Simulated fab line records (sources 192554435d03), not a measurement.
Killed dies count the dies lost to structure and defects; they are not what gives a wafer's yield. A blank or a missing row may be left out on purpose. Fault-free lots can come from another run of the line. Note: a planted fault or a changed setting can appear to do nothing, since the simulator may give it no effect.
Matching of chambers / flow n5-finfet / 4 sister chambers for N5_FIN_SAQP_SPACER1_ALD_24 on ald-sin-04
The step deposits SiO2, target thk 20.3 nm, pulse time 1 s, purge time 2 s. 4 wafers are shown with their chamber, then 8 later ones without.

== WAFERS PAIRED WITH THEIR CHAMBERS ==
wafer=L081.6; chamber=1; heater-power-w (W)=438
wafer=L085.3; chamber=0; heater-power-w (W)=507
wafer=L085.4; chamber=3; heater-power-w (W)=532
wafer=L092.1; chamber=2; heater-power-w (W)=495

== WAFERS MISSING THEIR CHAMBER ==
wafer=L092.2; heater-power-w (W)=527
wafer=L092.5; heater-power-w (W)=428
wafer=L096.1; heater-power-w (W)=511
wafer=L096.2; heater-power-w (W)=430
wafer=L096.3; heater-power-w (W)=488
wafer=L096.4; heater-power-w (W)=491
wafer=L096.5; heater-power-w (W)=439
wafer=L096.6; heater-power-w (W)=516

== WHICH CHAMBER EACH ONE RAN IN ==
wafer=L092.2; from the rows above=3; in truth=3
wafer=L092.5; from the rows above=1; in truth=1
wafer=L096.1; from the rows above=can't be placed: 0 or 2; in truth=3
wafer=L096.2; from the rows above=1; in truth=1
wafer=L096.3; from the rows above=can't be placed: 2 or 0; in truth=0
wafer=L096.4; from the rows above=can't be placed: 2 or 0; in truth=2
wafer=L096.5; from the rows above=1; in truth=1
wafer=L096.6; from the rows above=can't be placed: 0 or 3 or 2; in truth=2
Correctly placed: 4 of 8. Unplaceable from these rows: 4, with the true chamber sitting among the candidates in 3. Placed wrongly: 0.
How it was worked out, from the rows above alone: a wafer's distance from a chamber is the root of the sum, over the readings, of the square of ((its reading less the chamber's mean) divided by the reading's scatter). The wafer belongs to the nearest chamber; if the next one is less than 2 further off, it can't be placed. A chamber's mean is the mean of its shown wafers. The scatter: root of mean squared gap, hidden wafer to nearest shown wafer, with one shown wafer a chamber.
